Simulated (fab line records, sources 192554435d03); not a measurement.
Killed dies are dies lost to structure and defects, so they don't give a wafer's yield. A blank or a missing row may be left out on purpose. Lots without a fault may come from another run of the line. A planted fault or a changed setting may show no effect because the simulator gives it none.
Which tool did it? | flow n5_finfet | 10 lots, 23 wafers sampled, at 4 steps of a route of 1938

WHAT THE GAUGES READ, wafer by wafer
N5_BEOL_M14_OCD_MEAS_35.
lot  | measured     | on     | trench_depth_nm (nm)
L630 | day 11 20:01 | ocd-01 | 556 565
L629 | day 12 00:30 | ocd-01 | 554 570
L632 | day 12 03:53 | ocd-02 | 517 518
L631 | day 12 09:10 | ocd-02 | 569 515
L633 | day 12 12:08 | ocd-02 | 551 549
L634 | day 13 03:44 | ocd-02 | 847 558
L638 | day 13 14:01 | ocd-02 | 833 567 561
L643 | day 15 04:40 | ocd-02 | 513 545
L648 | day 16 10:05 | ocd-02 | 576 551 551
L649 | day 17 02:41 | ocd-01 | 552 559 555

WHICH TOOL RAN EACH LOT (tool, then ch and the chambers of the sampled wafers, then the start)
lot  | N5_BEOL_M14_ETCH_59                | N5_BEOL_M14_DESCUM_33              | N5_BEOL_M14_TRENCH_ETCH_34
L630 | rie_diel-05 ch 0,3, day 11 18:35   | rie_diel-04 ch 1,2, day 11 19:24   | rie_diel-04 ch 1,2, day 11 19:51
L629 | rie_diel-04 ch 0, day 11 22:56     | rie_diel-04 ch 1,2, day 11 23:53   | rie_diel-04 ch 1,2, day 12 00:20
L632 | rie_diel-04 ch 0,1, day 12 02:17   | rie_diel-05 ch 2, day 12 03:17     | rie_diel-05 ch 2, day 12 03:44
L631 | rie_diel-05 ch 0,1, day 12 07:37   | rie_diel-05 ch 0,2, day 12 08:33   | rie_diel-05 ch 0,2, day 12 09:01
L633 | rie_diel-01 ch 0,2, day 12 10:25   | rie_diel-01 ch 0, day 12 11:31     | rie_diel-01 ch 0, day 12 11:58
L634 | rie_diel-04 ch 2,3, day 13 02:11   | rie_diel-04 ch 1,2, day 13 03:08   | rie_diel-04 ch 1,2, day 13 03:35
L638 | rie_diel-04 ch 2,3, day 13 12:28   | rie_diel-04 ch 1,2,3, day 13 13:24 | rie_diel-04 ch 1,2,3, day 13 13:51
L643 | rie_diel-05 ch 0,3, day 15 03:07   | rie_diel-05 ch 1,2, day 15 04:04   | rie_diel-05 ch 1,2, day 15 04:31
L648 | rie_diel-05 ch 0,1,3, day 16 08:33 | rie_diel-01 ch 0,1,3, day 16 09:28 | rie_diel-01 ch 0,1,3, day 16 09:55
L649 | rie_diel-04 ch 1,3, day 17 01:07   | rie_diel-01 ch 0,2, day 17 02:04   | rie_diel-01 ch 0,2, day 17 02:31
- N5_BEOL_M14_ETCH_59: etches BARC in N2/H2, target depth 89 nm, overetch 26.7 nm, time 67.9 s.
- N5_BEOL_M14_DESCUM_33: chemistry O2, time 7.9 s.
- N5_BEOL_M14_TRENCH_ETCH_34: etches SiO2 in C4F8/O2/Ar, target depth 556.65 nm, time 126.9 s.

THE ANSWER, worked out from the rows above alone
Rule: what is usual is taken from the lots themselves. Put in order of their means at a reading, lots are off if they are a third of the lots or fewer, leave a main group of 4 or more, and stand apart from it by a gap of 3 or more times the standard deviation of the main group's means; of several such gaps the widest counts. A main group whose means are all the same, to the digits that the tables above print for the reading, isn't used. A lot without any number at a reading at which 4 lots or more have one is off too. The other lots that the step has rows for count as sound.
Off: L634, L638, at N5_BEOL_M14_OCD_MEAS_35 (trench_depth_nm). The main group: mean 547 nm, standard deviation 15.
A tool fits if, at a process step before that reading, it ran every lot that is off, and no sound lot after the first of them. The gauges at N5_BEOL_M14_OCD_MEAS_35 are tried like those tools. One fits: rie_diel-04 at N5_BEOL_M14_DESCUM_33 and N5_BEOL_M14_TRENCH_ETCH_34. At N5_BEOL_M14_DESCUM_33 its last sound lot is L629 (day 11 23:53), its first lot that is off L634 (day 13 03:08): a fault that began between those two fits.

WHAT THE SIMULATOR HAD PUT IN
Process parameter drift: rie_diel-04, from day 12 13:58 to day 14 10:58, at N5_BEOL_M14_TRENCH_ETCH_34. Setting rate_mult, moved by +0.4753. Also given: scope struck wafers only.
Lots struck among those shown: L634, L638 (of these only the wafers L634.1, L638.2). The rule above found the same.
